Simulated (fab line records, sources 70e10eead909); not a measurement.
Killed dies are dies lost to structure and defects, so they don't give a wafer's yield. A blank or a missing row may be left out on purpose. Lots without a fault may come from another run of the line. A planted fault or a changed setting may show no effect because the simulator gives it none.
Chamber matching | flow nand_harc | NHARC_A_M1_DEP_33 on pecvd-01: 3 sister chambers
The step deposits SiCN, target thk 30 nm. 18 wafers are shown with their chamber, then 9 later ones without.

WAFERS WITH THEIR CHAMBER
wafer  | chamber | showerhead_vpp_V (V) | heater_power_outer_w (W) | heater_power_w (W)
L077.2 | 0       | 1409                 | 311                      | 562
L077.4 | 1       | 1198                 | 414                      | 673
L077.6 | 2       | 1216                 | 223                      | 455
L079.1 | 2       | 1228                 | 208                      | 429
L079.2 | 0       | 1417                 | 262                      | 509
L079.5 | 2       | 1234                 | 217                      | 433
L080.3 | 1       | 1223                 | 389                      | 649
L080.5 | 0       | 1393                 | 301                      | 558
L080.6 | 1       | 1250                 | 398                      | 644
L081.1 | 0       | 1410                 | 247                      | 492
L081.3 | 1       | 1197                 | 335                      | 570
L081.6 | 0       | 1400                 | 245                      | 488
L085.3 | 2       | 1210                 | 275                      | 525
L085.5 | 0       | 1398                 | 292                      | 552
L085.6 | 2       | 1200                 | 285                      | 517
L087.1 | 1       | 1222                 | 320                      | 548
L087.5 | 2       | 1245                 | 277                      | 520
L087.6 | 0       | 1420                 | 284                      | 536

SIGNATURES (means of the wafers above)
reading              | chamber 0 | chamber 1 | chamber 2 | scatter within a chamber
showerhead_vpp_V     | 1406.71   | 1218.00   | 1222.17   | 16.1
heater_power_outer_w | 277.43    | 371.20    | 247.50    | 33.7
heater_power_w       | 528.14    | 616.80    | 479.83    | 43.4
Rule: a wafer's distance from a chamber is the root of the sum, over the readings, of the square of ((its reading less the chamber's mean) divided by the reading's scatter). The wafer belongs to the nearest chamber; if the next one is less than 2 further off, it can't be placed. The scatter: the root of (the sum of the squares of (reading less its chamber's mean) over the shown wafers, divided by (wafers less chambers)).

WAFERS WITHOUT THEIR CHAMBER
wafer  | showerhead_vpp_V (V) | heater_power_outer_w (W) | heater_power_w (W)
L091.2 | 1403                 | 278                      | 528
L091.3 | 1385                 | 277                      | 513
L091.6 | 1388                 | 284                      | 525
L094.1 | 1206                 | 256                      | 479
L094.3 | 1413                 | 231                      | 469
L094.6 | 1194                 | 360                      | 613
L096.1 | 1201                 | 310                      | 561
L096.3 | 1389                 | 280                      | 520
L096.4 | 1234                 | 312                      | 560

WHICH CHAMBER EACH WENT THROUGH
wafer  | from the rows above     | in truth
L091.2 | 0                       | 0
L091.3 | 0                       | 0
L091.6 | 0                       | 0
L094.1 | 2                       | 2
L094.3 | 0                       | 0
L094.6 | 1                       | 1
L096.1 | can't be placed: 1 or 2 | 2
L096.3 | 0                       | 0
L096.4 | can't be placed: 1 or 2 | 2
Placed correctly: 7 of 9. Can't be placed from these rows: 2 (the true chamber is among the candidates in 2). Placed wrongly: 0.
